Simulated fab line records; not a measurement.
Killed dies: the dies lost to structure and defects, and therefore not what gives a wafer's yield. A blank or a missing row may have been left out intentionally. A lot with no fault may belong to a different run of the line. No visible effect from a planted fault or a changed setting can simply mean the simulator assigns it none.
Comparing a struck lot with a sound one :: flow n5-finfet :: 44 out of 1938 route steps
Sound: these wafers, L793.1, L793.4, L793.6. The struck wafers were L808.1, L808.2, L808.4. At the end, the cause is stated.
At each step with rows: each side's tool, then ch and its chambers, then its first start. Under that, the readings that differ: sound wafers :: struck wafers :: difference of the means :: sigmas: that difference in standard deviations of wafers without a fault.
alike: a reading whose means differ by less than 2 such deviations, as well as words and numbers matching on both sides. not compared: withheld readings; readings where some wafer has no value; bounds like >300 that might hide an equal value; numbers whose values overlap and for which the record gives no deviation.
The two part at a step that has a row with sigmas, a row that says differs or no value, or rows on one side only. Numbers that have no deviation but don't overlap get no sigmas and don't part them. A reading missing from all wafers of one side parts the sides only when that side holds two or more wafers.

first, 4 steps without rows for these wafers: N5_MOL_CONTACT_COAG_CVD_140 (deposits W, target thk 66.5 nm, time 215 s); N5_MOL_CONTACT_COAG_PRECLEAN_127 (cleans in DIW, time 57.5 s); N5_MOL_CONTACT_COAG_SRD_128 (dry time 32 s); N5_MOL_CONTACT_COAG_CMP_52 (polishes, stops on SiO2, t overpolish 1.5 s, target thk 66.5 nm).
N5_MOL_CONTACT_COAG_THK_MEAS_53:
  sound: film-metro-01 at day 5 06:13; struck: film-metro-02 at day 9 01:46
  alike: VIA_MOL_THK
then, 1 step without rows for these wafers: N5_MOL_CONTACT_COAG_ANNEAL_112 (time 1800 s).
N5_MOL_CONTACT_COAG_INSPECT_97: inspects for defects (darkfield).
  sound: defect-inspect-02 at day 5 09:17; struck: defect-inspect-02 at day 9 04:49
  alike: raw-defect-count
then, 4 steps without rows for these wafers: N5_BEOL_M0_SAQP_PECVD_00 (deposits SiCN from 3MS/NH3, target thk 8 nm, time 14 s); N5_BEOL_M0_SAQP_ILD_DEP_01 (deposits SiOC from DEMS/O2, target thk 45.419 nm, time 8.7 s); N5_BEOL_M0_SAQP_HM_DEP_02 (deposits TiN, target thk 12 nm); N5_BEOL_M0_SAQP_PECVD_03 (deposits SiCN from 3MS/NH3, target thk 12 nm, time 21.1 s).
N5_BEOL_M0_SAQP_PECVD_96: deposits a-Si from SiH4/He, target thk 45 nm, time 45.2 s.
  sound on pecvd-02 ch 0,2, day 5 10:03; struck on pecvd-02 ch 1,2, day 9 07:20
  no value came back on the struck wafers for any of 6 readings (chamber-pressure-Torr (Torr), heater-power-outer-w (W) and others); on the sound wafers chamber-pressure-Torr (Torr) reads 2.997 3.011 3.008
then, 1 step without rows for these wafers: N5_BEOL_M0_SAQP_PECVD_97 (deposits SiNx from SiH4/NH3/N2, target thk 23 nm, time 19.9 s).
N5_BEOL_M0_SAQP_PECVD_04: deposits a-Si from SiH4/He, target thk 60 nm, time 60.2 s.
  sound on pecvd-02 ch 0,2, day 5 10:08; struck on pecvd-02 ch 1,2, day 9 07:25
reading: chamber-pressure-Torr (Torr)
sound: 3.014 3.002 3.022
struck: 2.994 2.990 2.993
difference: -0.020
sigmas: -3
  alike: heater-power-outer-w, heater-power-w, showerhead-plenum-p-Torr, susceptor-temp-C, throttle-valve-pct
N5_BEOL_M0_SAQP_THK_MEAS_05:
  sound: film-metro-01 at day 5 10:14; struck: film-metro-02 at day 9 07:31
  alike: thk-nm
then, 9 steps without rows for these wafers: N5_BEOL_M0_SAQP_HM_DEP_111 (deposits SiO2 from SiH4/N2O, target thk 12 nm, time 7.2 s); N5_BEOL_M0_SAQP_COAT_81 (time 60 s, resist thk 100 nm); N5_BEOL_M0_SAQP_COAT_82 (time 60 s, resist thk 30 nm); N5_BEOL_M0_SAQP_COAT_08 (resist thk 90 nm); N5_BEOL_M0_SAQP_EBR_10; N5_BEOL_M0_SAQP_SOFTBAKE_09 (time 60 s); N5_BEOL_M0_SAQP_EXPOSE_11 (exposes mask M0 CORE, target cd 42 nm); N5_BEOL_M0_SAQP_PEB_12 (peb time 60 s); N5_BEOL_M0_SAQP_DEVELOP_13 (develop time 30 s).
N5_BEOL_M0_SAQP_CD_MEAS_14: target cd 42.5 nm.
  sound on cd-sem-01 ch 0, day 5 10:37; struck on cd-sem-01 ch 0, day 9 07:59
  alike: cd-nm
N5_BEOL_M0_SAQP_OVL_MEAS_15:
  sound on overlay-01 ch 0, day 5 10:38; struck on overlay-02 ch 0, day 9 08:01
  alike: M0_CORE_OVL
N5_BEOL_M0_SAQP_INSPECT_16: inspects for defects (brightfield).
  sound: defect-inspect-01 at day 5 10:40; struck: defect-inspect-02 at day 9 08:03
  alike: raw-defect-count
then, 4 steps without rows for these wafers: N5_BEOL_M0_SAQP_DESCUM_19 (chemistry O2, time 7.9 s); N5_BEOL_M0_SAQP_ETCH_83 (etches SiARC in CF4, target depth 39 nm, time 65 s); N5_BEOL_M0_SAQP_ETCH_84 (etches SOC in N2/H2, target depth 100 nm, overetch 20 nm, time 150 s); N5_BEOL_M0_SAQP_STRIP_80 (strips in N2/H2).
N5_BEOL_M0_SAQP_HM_OPEN_112: chemistry CHF3/O2, target SiO2, stops on a-Si, target depth 12 nm, time 13.5 s.
  sound on rie-diel-03 ch 0,1, day 5 10:53; struck on rie-diel-05 ch 1,2,3, day 9 08:22
reading: showerhead-plenum-p-Torr (Torr)
sound: 2.36 2.39 2.36
struck: 2.48 2.54 2.50
difference: +0.14
sigmas: +2
  alike: O2_flow_sccm, drypump-motor-current-A, oes-product-au, rf-vpp-V, throttle-valve-pct
  not compared: rf-hours-counter-h
then, 1 step without rows for these wafers: N5_BEOL_M0_SAQP_STRIP_113 (strips in CHF3/O2).
N5_BEOL_M0_SAQP_MANDREL_ETCH_20: etches a-Si in HBr/Cl2, stops on SiNx, target depth 60 nm, bt time 10 s, time 30 s.
  sound on rie-si-04 ch 0,1,2, day 5 10:59; struck on rie-si-04 ch 0,1,2, day 9 08:27
  alike: drypump-motor-current-A, oes-product-au, throttle-valve-pct
  not compared: rf-hours-counter-h
then, 3 steps without rows for these wafers: N5_BEOL_M0_SAQP_STRIP_86 (strips in N2/H2); N5_BEOL_M0_SAQP_STRIP_115 (strips in post etch residue remover, time 60 s); N5_BEOL_M0_SAQP_SRD_93 (time 30 s).
N5_BEOL_M0_SAQP_RECESS_114: chemistry HF/NH3, target SiO2, target depth 14.4 nm, afs cycles 3, sublimation time 60 s.
  sound on vapor-etch-02 ch 0, day 5 11:13; struck on vapor-etch-02 ch 0,1, day 9 08:41
  alike: drypump-motor-current-A
then, 1 step without rows for these wafers: N5_BEOL_M0_SAQP_SPACER1_ALD_98 (deposits SiO2, target thk 12.8 nm, pulse time 1 s, purge time 2 s).
N5_BEOL_M0_SAQP_SPACER1_ETCHBACK_99: etches SiO2 in CHF3/O2, target depth 15.4 nm, time 7.7 s.
  sound on rie-diel-05 ch 0,2,3, day 5 12:35; struck on rie-diel-03 ch 1,2,3, day 9 09:33
  alike: O2_flow_sccm, drypump-motor-current-A, oes-product-au, rf-vpp-V, showerhead-plenum-p-Torr, throttle-valve-pct
  not compared: rf-hours-counter-h
then, 1 step without rows for these wafers: N5_BEOL_M0_SAQP_MANDREL1_REMOVE_100 (chemistry HBr/Cl2/O2, target a-Si, stops on SiNx, bt time 10 s).
N5_BEOL_M0_SAQP_MANDREL_ETCH_103: etches a-Si in HBr/Cl2, stops on SiCN, target depth 45 nm, bt time 10 s, time 27 s.
  sound on rie-si-02 ch 1,3, day 5 12:57; struck on rie-si-04 ch 0,1,3, day 9 09:55
reading: oes-product-au (a.u.)
sound: 0.667 0.699 0.702
struck: 0.285 0.286 0.298
difference: -0.400
sigmas: -33

reading: throttle-valve-pct (%)
sound: 35.62 35.65 35.64
struck: 36.74 36.62 36.41
difference: +0.95
sigmas: +6

reading: model.etch.depth-nm (nm)
sound: 44.8 45.19 45.5
struck: 0 0 0
difference: -45
sigmas: 
  alike: drypump-motor-current-A
  not compared: rf-hours-counter-h
N5_BEOL_M0_SAQP_MANDREL2_REMOVE_110: chemistry HBr/Cl2/O2, target a-Si, stops on SiCN, bt time 10 s.
  sound on rie-si-05 ch 1,2,3, day 5 14:29; struck on rie-si-05 ch 0,1,3, day 9 12:26
reading: model.BEOL_M0_SAQP.cd-nm (nm)
sound: 15.2 15.2 15
struck: 13 12.8 13
difference: -2
sigmas: 
  alike: O2_flow_sccm, drypump-motor-current-A, oes-product-au, throttle-valve-pct
  not compared: rf-hours-counter-h
N5_BEOL_M0_SAQP_CD_MEAS_29: target cd 14.4 nm.
  sound on cd-sem-02 ch 0, day 5 14:36; struck on cd-sem-03 ch 0, day 9 12:32
reading: cd-nm (nm)
sound: 15.29 15.42 15.01
struck: - - -
difference: no value on the struck wafers
sigmas: 

## WHERE THEY PART
Earliest at N5_BEOL_M0_SAQP_PECVD_96; latest, in this record, at N5_BEOL_M0_SAQP_CD_MEAS_29.

WHY: what the simulator had put in
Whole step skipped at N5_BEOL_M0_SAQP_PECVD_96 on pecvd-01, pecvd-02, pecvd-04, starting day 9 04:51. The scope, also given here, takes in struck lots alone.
